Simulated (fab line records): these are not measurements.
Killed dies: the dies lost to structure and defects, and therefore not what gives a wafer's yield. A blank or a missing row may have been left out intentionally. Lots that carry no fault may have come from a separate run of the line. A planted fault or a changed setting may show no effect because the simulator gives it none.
Comparing a struck lot with a sound one / flow n5_finfet / 16 steps out of a route of 1938
Sound: the wafers L584.2, L584.3, L584.6. Struck: wafers L592.2, L592.3, L592.4. The cause comes at the end.
Per side, at each step with rows, come the tool, then ch with its chambers, and then its first start. Under that, the readings that differ: sound wafers / struck wafers / difference of the means / sigmas: that difference in standard deviations of wafers without a fault.
alike: readings with means less than 2 such deviations apart, plus words and numbers identical on both sides. not compared: withheld readings, readings lacking a value on some wafer, bounds such as >300 that could conceal the same value, and numbers that have no deviation in the record and whose values overlap.
The two part at a step that has a row with sigmas, a row that says differs or no value, or rows on one side only. Numbers that don't overlap but have no deviation are shown without sigmas and don't part them. Lack of a reading on every wafer of one side parts them only where that side has two or more wafers.

first, 1 step without rows for these wafers: N5_BEOL_M1_SRD_43 (time 30 s).
N5_BEOL_M1_CD_MEAS_35: target cd 18 nm, target cd y 21 nm.
  sound on cd_sem-02, day 7 06:06; struck on cd_sem-02, day 8 23:17
  alike: cd_nm
N5_BEOL_M1_DEGAS_44: time 60 s.
  sound on pvd_sputter-03, day 7 06:44; struck on pvd_sputter-02, day 8 23:33
  alike: heater_power_w
N5_BEOL_M1_PRE_CLEAN_45: time 30 s.
  sound on pvd_sputter-03, day 7 06:46; struck on pvd_sputter-02, day 8 23:35
  alike: heater_power_w
then, 1 step without rows for these wafers: N5_BEOL_M1_ALD_84 (deposits TaN, pulse time 2 s, purge time 3 s, co reactant purge time 2 s).
N5_BEOL_M1_SURFACE_TREAT_85:
  sound on pvd_sputter-02, day 7 07:54; struck on pvd_sputter-03, day 9 00:01
  not compared: throttle_valve_pct
then, 4 steps without rows for these wafers: N5_BEOL_M1_CVD_47 (deposits Co from CCTBA/H2, target thk 3 nm, time 223.8 s); N5_BEOL_M1_SPUTTER_48 (material Cu, target thk 4.5 nm, time 8.29 s); N5_BEOL_M1_ANNEAL_49 (time 240 s); N5_BEOL_M1_SPUTTER_79 (material Cu, target thk 4.5 nm, time 8.29 s).
N5_BEOL_M1_ANNEAL_80: time 240 s.
  sound on pvd_sputter-01, day 7 08:29; struck on pvd_sputter-02, day 9 00:35
  alike: heater_power_w, susceptor_temp_C
N5_BEOL_M1_SPUTTER_81: material Cu, target thk 4.5 nm, time 8.29 s.
  sound on pvd_sputter-01, day 7 08:38; struck on pvd_sputter-02, day 9 00:43
  alike: chamber_pressure_pa, throttle_valve_pct
N5_BEOL_M1_ANNEAL_82: time 240 s.
  sound on pvd_sputter-01, day 7 08:43; struck on pvd_sputter-02, day 9 00:48
  no value came back on the struck wafers for heater_power_w (W), susceptor_temp_C (C); on the sound wafers heater_power_w (W) reads 818 950 797
then, 1 step without rows for these wafers: N5_BEOL_M1_SPUTTER_86 (material Cu, target thk 4.5 nm, time 8.29 s).
N5_BEOL_M4_RC_MEAS_101:
  sound on prober-01 ch 0, day 9 00:07; struck on prober-01 ch 0, day 11 00:37
  alike: DIBL_N, DIBL_P, IOFF_N, IOFF_P, ION_N, ION_P, SS_N, SS_P, VT_N, VT_P
N5_PASSIVATION_PROBE_49:
  rows exist in the record for the sound wafers here (prober-02, day 13 09:58), none for the struck ones

== WHERE THEY PART ==
First at N5_BEOL_M1_ANNEAL_82; last, within this record, at N5_PASSIVATION_PROBE_49.

WHY: whatever the simulator had introduced
Entire step skipped (pvd_sputter-02, N5_BEOL_M1_ANNEAL_82), from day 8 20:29 onward. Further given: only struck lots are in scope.
